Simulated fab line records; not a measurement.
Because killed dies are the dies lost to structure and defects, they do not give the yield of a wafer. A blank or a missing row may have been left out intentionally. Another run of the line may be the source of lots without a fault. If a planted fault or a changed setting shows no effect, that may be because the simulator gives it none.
fab line records	flow n5_finfet
record lots=7	wafers=21
route steps=1938 shown SD_EPI_P@321 SD_ACTIVATION@330 HKMG_FIN@386 GATE_CUT@469 BEOL_M0_SAQP@635 BEOL_M0@715
start_h: the number of hours between the record's first day and the start of the first shown wafer of the lot	wait_h: hours elapsed since this lot's preceding step	" identical to the entry in the row above	L1.1+2: several wafers, shown together as one row	- no value, or no start was given	* or withheld: withheld	< > ~ a bound
route shown NAME@n: NAME is a module with steps in the file, n the number in the route of the first one	usual: mean and standard deviation over wafers with no fault	same: alike in all rows	chamber/n: place in a boat	sites: each site's reading	_std_site: how widely they spread, as a standard deviation	_edge_site: inner sites' mean taken away from outer sites' mean	radius_mm: for every site, how far away it sits from the centre of the wafer	mask NAME#n: copy n	behind: the tool/chamber that last shaped the wafer	hold: why the lot was held/for how many hours/how that ended	device: which transistor (n, p or np) failed to switch	end of line: tests run on the same wafers once the route is complete	where a step has no rows: the recipe by itself	killed: count of dies lost to structure and defects at first sort (not the wafer's yield)	map: dies across one wafer; x = killed, . = not, _ = none there
set.NAME: the run value of the setting; set.NAME@STEP: its run value at that earlier step	model.NAME: the simulator's own value behind a step, which no gauge read
lots run with intentionally changed settings; tables by step, rows by wafer
## steps
# step N5_SD_EPI_P_EPI_21
# recipe material=SiGe:B	dopant=B	temp_c=550	pressure_torr=20	ambient=H2	time_s=355
lot.wafer	tool	chamber	start_h	wait_h	set.temp_c	model.SiGe-B_of_SD_EPI_P_EPI_21.thk_nm
L075.4	epi_rpcvd-02	0	64.41	1.1	548.4	58.6
L075.5	"	0	"	"	550	61.6
L075.6	"	0	"	"	548.4	58.4
L076.2	epi_rpcvd-01	0	69.33	0.5	552	64.2
L076.3	"	0	"	"	550	61
L076.5	"	0	"	"	550	60.4
L077.2+3+6	epi_rpcvd-02	0	73.73	0.5	550	60
L080.2+3	epi_rpcvd-02	0	92.22	0.5	550	60
L080.5	"	0	93.30	1.5	550	60.8
L087.1	epi_rpcvd-02	0	135.87	0.1	550	60
L087.3	"	0	"	"	550	60.6
L087.4	"	0	"	"	550	60.8
L092.4	epi_rpcvd-02	0	163.30	1.1	550	60.8
L092.5	"	0	"	"	551.5	63
L092.6	"	0	"	"	551.5	63.4
L097.1	epi_rpcvd-01	0	192.03	0.1	546.4	55.4
L097.4	"	0	193.11	1.1	546.4	56
L097.6	"	0	"	"	550	61
# step N5_SD_EPI_P_HM_STRIP_48
# recipe chemistry=H3PO4	temp_c=160	material=SiNx	target=SiNx	target_depth_a=30	overetch_fraction=0.3
lot.wafer	tool	chamber	start_h	wait_h	set.temp_c@SD_EPI_P_EPI_21	model.SiGe-B_of_SD_EPI_P_EPI_21.thk_nm
L075.4	wet_bench-05	2	65.57	0.0	548.4	58.4
L075.5	"	7	"	"	550	61.4
L075.6	"	3	"	"	548.4	58.2
L076.2	wet_bench-01	3	71.20	0.0	552	63.8
L076.3	"	4	"	"	550	60.6
L076.5	"	2	"	"	550	60.2
L077.2+6	wet_bench-04	1,7	75.61	0.0	550	59.6
L077.3	"	0	"	"	550	59.8
L080.2	wet_bench-05	4	94.10	0.0	550	59.8
L080.3	"	5	"	"	550	59.6
L080.5	"	3	"	"	550	60.4
L087.1	wet_bench-04	0	138.10	0.0	550	59.6
L087.3+4	"	3,5	"	"	550	60.4
L092.4	wet_bench-01	3	164.46	0.0	550	60.6
L092.5	"	5	"	"	551.5	62.8
L092.6	"	7	"	"	551.5	63.2
L097.1	wet_bench-05	5	194.26	0.0	546.4	55.2
L097.4	"	3	"	"	546.4	55.8
L097.6	"	0	"	"	550	60.6
# step N5_SD_EPI_P_SRD_49
# recipe dry=ipa_marangoni	time_s=30	temp_c=23	rinse_liquid=diw
# step N5_SD_EPI_P_PRECLEAN_24
# recipe chemistry=O3/DIW	time_s=45	temp_c=22	o3_ppm=10
lot.wafer	tool	chamber	start_h	wait_h	set.temp_c@SD_EPI_P_EPI_21	model.SiGe-B_of_SD_EPI_P_EPI_21.thk_nm
L075.4	wet_bench-05	2	65.64	0.0	548.4	58.2
L075.5	"	7	"	"	550	61.2
L075.6	"	3	"	"	548.4	58
L076.2	wet_bench-01	3	71.27	0.0	552	63.8
L076.3	"	4	"	"	550	60.6
L076.5	"	2	"	"	550	60
L077.2	wet_bench-04	1	75.67	0.0	550	59.4
L077.3+6	"	0,7	"	"	550	59.6
L080.2	wet_bench-05	4	94.17	0.0	550	59.6
L080.3	"	5	"	"	550	59.4
L080.5	"	3	"	"	550	60.4
L087.1	wet_bench-04	0	138.17	0.0	550	59.6
L087.3	"	3	"	"	550	60.2
L087.4	"	5	"	"	550	60.4
L092.4	wet_bench-01	3	164.53	0.0	550	60.4
L092.5	"	5	"	"	551.5	62.6
L092.6	"	7	"	"	551.5	63
L097.1	wet_bench-05	5	194.33	0.0	546.4	55
L097.4	"	3	"	"	546.4	55.6
L097.6	"	0	"	"	550	60.4
# step N5_SD_EPI_P_PRECLEAN_32
# recipe chemistry=dHF	time_s=10	dilution=500:1	temp_c=25
# step N5_SD_EPI_P_PRECLEAN_33
# recipe chemistry=SC2	time_s=45	temp_c=35	mix=1:1:50
# step N5_SD_ACTIVATION_RTA_00
# recipe temp_c=975	time_s=0	ambient=N2	idle_temp_c=600	ramp_up_c_per_s=150	ramp_down_c_per_s=60	cool_to_c=600
# step N5_SD_ACTIVATION_LSA_01
# recipe temp_c=1080	time_s=0.0008	ambient=N2
# step N5_SD_ACTIVATION_RS_MEAS_03
# recipe thk_meas_gauge=four-point-probe
# usual RS_SD_N=21.95/0.29	RS_SD_P=56.4/0.84
lot.wafer	tool	chamber	start_h	wait_h	set.temp_c@SD_EPI_P_EPI_21	RS_SD_N[ohm/sq]	RS_SD_P[ohm/sq]
L075.4	film_metro-02	-	66.19	0.1	548.4	22.22	58.0
L075.5	"	-	"	"	550	22.43	55.2
L075.6	"	-	"	"	548.4	22.25	58.5
L076.2	film_metro-02	-	71.96	0.2	552	22.02	52.5
L076.3	"	-	"	"	550	21.88	55.6
L076.5	"	-	"	"	550	21.83	55.8
L077.2	film_metro-01	-	76.66	0.2	550	22.44	57.7
L077.3	"	-	"	"	550	21.93	57.6
L077.6	"	-	"	"	550	21.86	57.3
L080.2	film_metro-01	-	94.73	0.2	550	22.17	56.8
L080.3	"	-	"	"	550	21.84	56.8
L080.5	"	-	"	"	550	22.11	56.3
L087.1	film_metro-02	-	138.67	0.2	550	21.55	56.6
L087.3	"	-	"	"	550	21.31	56.2
L087.4	"	-	"	"	550	21.60	56.0
L092.4	film_metro-02	-	165.09	0.1	550	21.83	56.1
L092.5	"	-	"	"	551.5	21.91	53.7
L092.6	"	-	"	"	551.5	21.45	53.4
L097.1	film_metro-01	-	194.83	0.2	546.4	22.05	61.6
L097.4	"	-	"	"	546.4	21.91	61.2
L097.6	"	-	"	"	550	21.86	55.8
# step N5_HKMG_FIN_HK_ALD_01
# recipe material=HfO2	target_thk_a=16	temp_c=withheld	ald_precursor_family=HfCl4	ald_co_reactant=H2O	pulse_time_s=3	purge_time_s=3	co_reactant_purge_time_s=2.5	co_reactant_pulse_time_s=0.3	ald_cycles=30
lot.wafer	tool	chamber	start_h	wait_h	set.ald_cycles
L075.4+5+6	ald_hk-03	0,3,0	77.94	0.0	33
L076.2+3+5	ald_hk-03	3,2,0	84.18	0.0	30
L077.2+3+6	ald_hk-03	2,1,2	89.09	0.0	30
L080.2+3+5	ald_hk-02	0,3,1	107.17	0.0	30
L087.1+3	ald_hk-01	2,1	150.66	0.0	30
L087.4	"	0	"	"	25
L092.4+5	ald_hk-02	0,2	178.48	0.0	30
L092.6	"	3	"	"	25
L097.1	ald_hk-01	0	208.55	0.0	30
L097.4+6	"	1	"	"	32
# step N5_HKMG_FIN_HK_ANNEAL_02
# recipe temp_c=700	time_s=30	ambient=N2	idle_temp_c=600	ramp_up_c_per_s=150	ramp_down_c_per_s=60	cool_to_c=600
# step N5_HKMG_FIN_ALD_74
# recipe material=La2O3	target_thk_a=5	temp_c=250	ald_precursor_family=La-Cp	ald_co_reactant=O3	pulse_time_s=6	co_reactant_pulse_time_s=1	purge_time_s=3	co_reactant_purge_time_s=3
# step N5_HKMG_FIN_WET_ETCH_82
# recipe chemistry=dHCl	mix=1:10000	temp_c=25	target=La2O3	stop_on=HfO2	target_depth_nm=2	dry=ipa_marangoni	rinse_time_s=30	rinse_temp_c=23
# step N5_HKMG_FIN_ALD_36
# recipe material=TiN	target_thk_a=10	temp_c=400	ald_precursor_family=TiCl4	ald_co_reactant=NH3	pulse_time_s=1	purge_time_s=3	co_reactant_purge_time_s=2	co_reactant_pulse_time_s=2	ald_cycles=47	pressure_torr=3
# step N5_HKMG_FIN_THK_MEAS_70
# recipe thk_meas_gauge=xrf	reads=HfO2_of_HKMG_FIN_HK_ALD_01
# usual HK_THK=1.590/0.02
lot.wafer	tool	chamber	start_h	wait_h	set.ald_cycles@HKMG_FIN_HK_ALD_01	HK_THK[nm]
L075.4	film_metro-01	-	81.64	0.0	33	1.756
L075.5	"	-	"	"	33	1.749
L075.6	"	-	"	"	33	1.739
L076.2	film_metro-01	-	87.90	0.2	30	1.614
L076.3	"	-	"	"	30	1.606
L076.5	"	-	"	"	30	1.600
L077.2	film_metro-02	-	92.51	0.2	30	1.621
L077.3	"	-	"	"	30	1.595
L077.6	"	-	"	"	30	1.598
L080.2	film_metro-01	-	110.89	0.2	30	1.578
L080.3	"	-	"	"	30	1.566
L080.5	"	-	"	"	30	1.571
L087.1	film_metro-01	-	154.14	0.2	30	1.602
L087.3	"	-	"	"	30	1.597
L087.4	"	-	"	"	25	1.324
L092.4	film_metro-02	-	181.96	0.2	30	1.558
L092.5	"	-	"	"	30	1.606
L092.6	"	-	"	"	25	1.309
L097.1	film_metro-02	-	212.18	0.2	30	1.576
L097.4	"	-	"	"	32	1.696
L097.6	"	-	"	"	32	1.686
# step N5_GATE_CUT_ETCH_58
# recipe chemistry=CH3F/O2	target=SiNx	target_depth_a=170	time_s=128.6	ion_energy_ev=50	pressure_mtorr=30	source_w=415	bias_w=21	Ar_flow_sccm=150	CH3F_flow_sccm=30	O2_flow_sccm=20
lot.wafer	tool	chamber	start_h	wait_h	set.time_s	model.etch.depth_nm	model.SiNx_of_SDB_ALD_29.thk_nm
L075.4	rie_diel-01	3	87.75	0.0	128.6	16.71	24.4
L075.5	"	1	"	"	153.4	19.88	24
L075.6	"	2	"	"	128.6	16.47	24.6
L076.2	rie_diel-06	1	93.70	0.0	128.6	16.51	24.6
L076.3	"	0	"	"	128.6	17	24.6
L076.5	"	3	"	"	111.7	14.72	25
L077.2	rie_diel-01	1	98.40	0.0	128.6	17.05	24.6
L077.3	"	3	"	"	128.6	17.04	24.8
L077.6	"	2	"	"	128.6	16.53	24.6
L080.2	rie_diel-02	3	116.72	0.0	128.6	16.79	24.8
L080.3	"	2	"	"	151.2	20.45	23.8
L080.5	"	3	"	"	151.2	19.7	24
L087.1	rie_diel-01	0	160.03	0.2	137.1	18.73	24.2
L087.3	"	3	"	"	128.6	16.82	24.6
L087.4	"	2	"	"	128.6	16.59	24.6
L092.4	rie_diel-06	0	187.81	0.1	151.2	20.1	24
L092.5	"	1	"	"	128.6	16.66	24.8
L092.6	"	2	"	"	128.6	17.14	24.4
L097.1	rie_diel-01	3	217.84	0.0	152.8	20.02	24
L097.4	"	2	"	"	152.8	19.4	24.2
L097.6	"	3	"	"	152.8	20.16	24.2
# step N5_GATE_CUT_COAT_27
# recipe resist=underlayer	temp_c=205	time_s=60	spin_rpm=1500	resist_thk_nm=10
lot.wafer	tool	chamber	start_h	wait_h	set.spin_rpm	model.underlayer_of_GATE_CUT_COAT_27.thk_nm
L075.4	litho_track-04	0	-	-	1500	10
L075.5+6	"	0	"	"	1579	9.8
L076.2+3+5	litho_track-02	0	-	-	1500	10
L077.2+3+6	litho_track-04	0	-	-	1500	10
L080.2	litho_track-05	0	-	-	1360	10.6
L080.3	"	0	"	"	1500	10
L080.5	"	0	"	"	1360	10.4
L087.1	litho_track-02	0	-	-	1589	9.8
L087.3	"	0	"	"	1500	10
L087.4	"	0	"	"	1589	9.6
L092.4	litho_track-04	0	-	-	1500	9.8
L092.5	"	0	"	"	1454	10.2
L092.6	"	0	"	"	1500	10
L097.1	litho_track-04	0	-	-	1500	10
L097.4	"	0	"	"	1422	10.4
L097.6	"	0	"	"	1422	10.2
# step N5_GATE_CUT_COAT_07
# recipe resist=CAR-EUV	spin_rpm=1500	resist_thk_nm=30
# step N5_GATE_CUT_EBR_09
# recipe solvent=PGMEA	ebr_width_mm=1.5
# step N5_GATE_CUT_DESCUM_18
# recipe chemistry=O2	time_s=7	source_power_w=50	bias_power_w=20	pressure_mtorr=20	rf_frequency_hz=2.712e+07	temp_c=40	resist=CAR-EUV	o2_flow_sccm=225
# step N5_GATE_CUT_ETCH_28
# recipe chemistry=N2/H2	target=underlayer	target_depth_a=130	mask_material=CAR-EUV	time_s=10.4	ion_energy_ev=200	pressure_mtorr=30	source_w=840	bias_w=150	n2_flow_sccm=200	h2_flow_sccm=200	ends=cleared
lot.wafer	tool	chamber	start_h	wait_h	set.spin_rpm@GATE_CUT_COAT_27	model.etch.depth_nm
L075.4	rie_diel-02	2	91.73	0.0	1500	9.953
L075.5	"	3	"	"	1579	9.761
L075.6	"	0	"	"	1579	9.735
L076.2	rie_diel-02	3	97.45	0.0	1500	9.966
L076.3	"	0	"	"	1500	9.954
L076.5	"	3	"	"	1500	9.987
L077.2	rie_diel-01	1	102.98	0.0	1500	9.998
L077.3	"	0	"	"	1500	9.962
L077.6	"	2	"	"	1500	9.992
L080.2	rie_diel-02	3	120.13	0.0	1360	10.53
L080.3	"	0	"	"	1500	10.03
L080.5	"	2	"	"	1360	10.5
L087.1	rie_diel-02	1	163.87	0.0	1589	9.76
L087.3	"	3	"	"	1500	9.993
L087.4	"	3	"	"	1589	9.677
L092.4	rie_diel-01	0	193.12	0.0	1500	9.899
L092.5	"	1	"	"	1454	10.11
L092.6	"	3	"	"	1500	9.964
L097.1	rie_diel-02	2	221.40	0.0	1500	9.994
L097.4	"	3	"	"	1422	10.33
L097.6	"	3	"	"	1422	10.3
# step N5_GATE_CUT_ETCH_37
# recipe chemistry=N2/H2	target=SOC	target_depth_a=600	overetch_a=120	mask_material=SiARC	temp_c=40	time_s=90	ion_energy_ev=200	pressure_mtorr=30	source_w=840	bias_w=150	n2_flow_sccm=200	h2_flow_sccm=200
# usual rf_vpp_V=524.0/2.7
lot.wafer	tool	chamber	start_h	wait_h	set.bias_w	rf_vpp_V	model.SiARC_of_GATE_CUT_COAT_35.thk_nm
L075.4	rie_diel-02	2	91.80	0.0	157.4	539.9	5.6
L075.5	"	3	"	"	157.4	541.0	5.8
L075.6	"	0	"	"	150	520.2	6
L076.2	rie_diel-02	3	97.50	0.0	150	525.1	6.2
L076.3	"	0	"	"	171.6	566.5	5.4
L076.5	"	3	"	"	150	524.7	6
L077.2	rie_diel-01	1	103.03	0.0	150	523.1	6
L077.3	"	0	"	"	150	522.1	5.8
L077.6	"	2	"	"	150	527.7	6.2
L080.2	rie_diel-02	3	120.18	0.0	150	526.9	6
L080.3	"	0	"	"	159.2	540.0	5.8
L080.5	"	2	"	"	150	522.8	5.8
L087.1	rie_diel-02	1	163.92	0.0	150	523.4	6
L087.3	"	3	"	"	150	525.1	6
L087.4	"	3	"	"	169	567.9	5.4
L092.4	rie_diel-01	0	193.19	0.0	150	521.2	5.8
L092.5	"	1	"	"	150	521.7	6
L092.6	"	3	"	"	150	526.0	6
L097.1	rie_diel-02	2	221.44	0.0	150	522.3	6
L097.4	"	3	"	"	150	526.3	6
L097.6	"	3	"	"	150	525.3	6
# step N5_BEOL_M0_SAQP_PECVD_03
# recipe material=SiCN	target_thk_a=120	temp_c=withheld	precursor=3MS/NH3	pressure_torr=3	rf_w=202	time_s=21.1
lot.wafer	tool	chamber	start_h	wait_h	set.time_s	model.SiCN_of_BEOL_M0_SAQP_PECVD_03.thk_nm
L075.4	pecvd-01	1	113.23	0.1	21.1	12.2
L075.5	"	2	"	"	22.22	12.8
L075.6	"	0	"	"	22.22	12.6
L076.2+5	pecvd-03	0	120.43	0.1	22.6	12.6
L076.3	"	2	"	"	22.6	12.4
L077.2	pecvd-03	1	123.35	0.1	21.1	11.8
L077.3+6	"	2,1	"	"	21.1	12
L080.2+3	pecvd-03	2,1	143.08	0.1	21.1	11.8
L080.5	"	1	"	"	21.1	12.2
L087.1	pecvd-01	2	187.10	0.1	21.1	11.8
L087.3	"	0	"	"	21.1	12
L087.4	"	1	"	"	21.1	12.2
L092.4	pecvd-04	0	216.53	0.1	18.25	10.4
L092.5+6	"	1,2	"	"	21.1	12
L097.1	pecvd-03	1	241.68	0.1	21.1	11.4
L097.4	"	2	"	"	20.19	11.2
L097.6	"	2	"	"	21.1	11.6
# step N5_BEOL_M0_SAQP_PECVD_96
# recipe material=a-Si	target_thk_a=450	temp_c=350	precursor=SiH4/He	pressure_torr=3	rf_w=100	time_s=45.2
lot.wafer	tool	chamber	start_h	wait_h	set.time_s	model.a-Si_of_BEOL_M0_SAQP_PECVD_96.thk_nm
L075.4+5	pecvd-01	1,2	113.27	0.0	45.2	44.8
L075.6	"	0	"	"	45.2	44.4
L076.2+3	pecvd-03	0,2	120.46	0.0	45.2	45
L076.5	"	0	"	"	40.97	40.8
L077.2+6	pecvd-03	1	123.38	0.0	45.2	46.2
L077.3	"	2	"	"	45.2	44.6
L080.2	pecvd-03	2	143.11	0.0	41.38	41.4
L080.3	"	1	"	"	45.2	45.4
L080.5	"	1	"	"	41.38	42.2
L087.1	pecvd-01	2	187.13	0.0	45.2	44.2
L087.3	"	0	"	"	41.91	42
L087.4	"	1	"	"	41.91	42.2
L092.4	pecvd-04	0	216.57	0.0	41.3	41.8
L092.5	"	1	"	"	41.3	42
L092.6	"	2	"	"	41.3	42.2
L097.1	pecvd-03	1	241.72	0.0	45.2	45.4
L097.4	"	2	"	"	45.2	45.2
L097.6	"	2	"	"	43.31	43.2
# step N5_BEOL_M0_SAQP_PECVD_97
# recipe material=SiNx	target_thk_a=230	temp_c=350	precursor=SiH4/NH3/N2	pressure_torr=1.5	rf_w=300	time_s=19.9
# step N5_BEOL_M0_SAQP_PECVD_04
# recipe material=a-Si	target_thk_a=600	temp_c=350	precursor=SiH4/He	pressure_torr=3	rf_w=100	time_s=60.2
# step N5_BEOL_M0_SAQP_ETCH_101
# recipe chemistry=CH3F/O2	target=SiNx	mask_material=SiO2	target_depth_a=299	time_s=42.7	pressure_mtorr=30	source_w=395	bias_w=73	Ar_flow_sccm=150	CH3F_flow_sccm=30	O2_flow_sccm=20	ion_energy_ev=120
# step N5_BEOL_M0_SAQP_ETCH_102
# recipe chemistry=CF4	target=SiO2	target_depth_a=40	ion_energy_ev=350	time_s=4.4	pressure_mtorr=10	icp_w=800	bias_w=400	cf4_flow_sccm=80
# step N5_BEOL_M0_SAQP_MANDREL_ETCH_103
# recipe chemistry=HBr/Cl2	target=a-Si	target_depth_a=450	bt_time_s=10	stop_on=SiCN	mask_material=SiO2	over_etch_frac=0.8	time_s=27	pressure_mtorr=10	icp_w=800	bias_w=75	HBr_flow_sccm=150	Cl2_flow_sccm=80	ends=end_point
lot.wafer	tool	chamber	start_h	wait_h	set.time_s@BEOL_M0_SAQP_PECVD_96	model.etch.depth_nm
L075.4	rie_si-04	0	116.02	0.0	45.2	44.88
L075.5	"	2	"	"	45.2	44.86
L075.6	"	3	"	"	45.2	44.42
L076.2	rie_si-06	3	122.97	0.0	45.2	44.92
L076.3	"	2	"	"	45.2	44.99
L076.5	"	0	"	"	40.97	40.74
L077.2	rie_si-01	0	125.91	0.0	45.2	46.28
L077.3	"	2	"	"	45.2	44.67
L077.6	"	1	"	"	45.2	46.3
L080.2	rie_si-04	3	145.97	0.0	41.38	41.32
L080.3	"	1	"	"	45.2	45.41
L080.5	"	2	"	"	41.38	42.27
L087.1	rie_si-06	2	190.91	0.0	45.2	44.3
L087.3	"	0	"	"	41.91	41.94
L087.4	"	1	"	"	41.91	42.17
L092.4	rie_si-04	2	218.96	0.0	41.3	41.86
L092.5	"	2	"	"	41.3	42.01
L092.6	"	1	"	"	41.3	42.19
L097.1	rie_si-04	2	244.52	0.0	45.2	45.39
L097.4	"	0	"	"	45.2	45.25
L097.6	"	2	"	"	43.31	43.17
# step N5_BEOL_M0_ETCH_138
# recipe chemistry=CH3F/O2	target_depth_a=120	target=SiCN	time_s=31.6	ion_energy_ev=120	pressure_mtorr=30	source_w=395	bias_w=75	Ar_flow_sccm=150	CH3F_flow_sccm=30	O2_flow_sccm=20	ends=cleared
# usual rf_vpp_V=297.6/1.8
lot.wafer	tool	chamber	start_h	wait_h	set.source_w	rf_vpp_V
L075.4	rie_diel-04	1	119.69	0.0	395	301.1
L075.5	"	3	"	"	395	299.0
L075.6	"	2	"	"	395	293.2
L076.2	rie_diel-05	2	126.66	0.0	395	295.9
L076.3	"	3	"	"	355	310.8
L076.5	"	2	"	"	355	306.4
L077.2	rie_diel-04	3	129.69	0.0	395	297.5
L077.3	"	1	"	"	395	300.2
L077.6	"	2	"	"	395	294.6
L080.2	rie_diel-03	0	150.76	0.0	395	295.8
L080.3	"	2	"	"	442.4	284.4
L080.5	"	3	"	"	395	297.3
L087.1	rie_diel-04	3	196.06	0.0	395	298.9
L087.3	"	1	"	"	414.3	294.8
L087.4	"	3	"	"	395	298.3
L092.4	rie_diel-03	2	222.63	0.0	444.6	284.6
L092.5	"	1	"	"	444.6	285.1
L092.6	"	0	"	"	395	296.9
L097.1	rie_diel-05	1	248.54	0.0	431.5	288.4
L097.4	"	3	"	"	395	298.8
L097.6	"	1	"	"	431.5	287.6
## key
split step=N5_SD_EPI_P_EPI_21	setting=temp_c	stated=550	by=wafer
response step=N5_SD_EPI_P_EPI_21	reading=model.SiGe-B_of_SD_EPI_P_EPI_21.thk_nm	change=+8.75	per=1%	r=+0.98
response step=N5_SD_EPI_P_HM_STRIP_48	reading=model.SiGe-B_of_SD_EPI_P_EPI_21.thk_nm	change=+8.52	per=1%	r=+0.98
response step=N5_SD_EPI_P_PRECLEAN_24	reading=model.SiGe-B_of_SD_EPI_P_EPI_21.thk_nm	change=+8.57	per=1%	r=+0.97
response step=N5_SD_ACTIVATION_RS_MEAS_03	reading=RS_SD_P	change=-8.9	per=1%	r=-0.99
split step=N5_HKMG_FIN_HK_ALD_01	setting=ald_cycles	stated=30	by=wafer
response step=N5_HKMG_FIN_THK_MEAS_70	reading=HK_THK	change=+0.0165	per=1%	r=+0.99
split step=N5_GATE_CUT_ETCH_58	setting=time_s	stated=128.6	by=wafer
response step=N5_GATE_CUT_ETCH_58	reading=model.etch.depth_nm	change=+0.18	per=1%	r=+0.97
response step=N5_GATE_CUT_ETCH_58	reading=model.SiNx_of_SDB_ALD_29.thk_nm	change=-0.0364	per=1%	r=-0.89
split step=N5_GATE_CUT_COAT_27	setting=spin_rpm	stated=1500	by=wafer
response step=N5_GATE_CUT_COAT_27	reading=model.underlayer_of_GATE_CUT_COAT_27.thk_nm	change=-0.0535	per=1%	r=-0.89
response step=N5_GATE_CUT_ETCH_28	reading=model.etch.depth_nm	change=-0.0506	per=1%	r=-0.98
split step=N5_GATE_CUT_ETCH_37	setting=bias_w	stated=150	by=wafer
response step=N5_GATE_CUT_ETCH_37	reading=rf_vpp_V	change=+3.13	per=1%	r=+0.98
response step=N5_GATE_CUT_ETCH_37	reading=model.SiARC_of_GATE_CUT_COAT_35.thk_nm	change=-0.046	per=1%	r=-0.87
split step=N5_BEOL_M0_SAQP_PECVD_03	setting=time_s	stated=21.1	by=wafer
response step=N5_BEOL_M0_SAQP_PECVD_03	reading=model.SiCN_of_BEOL_M0_SAQP_PECVD_03.thk_nm	change=+0.112	per=1%	r=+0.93
split step=N5_BEOL_M0_SAQP_PECVD_96	setting=time_s	stated=45.2	by=wafer
response step=N5_BEOL_M0_SAQP_PECVD_96	reading=model.a-Si_of_BEOL_M0_SAQP_PECVD_96.thk_nm	change=+0.409	per=1%	r=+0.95
response step=N5_BEOL_M0_SAQP_MANDREL_ETCH_103	reading=model.etch.depth_nm	change=+0.416	per=1%	r=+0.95
split step=N5_BEOL_M0_ETCH_138	setting=source_w	stated=395	by=wafer
response step=N5_BEOL_M0_ETCH_138	reading=rf_vpp_V	change=-1.06	per=1%	r=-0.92
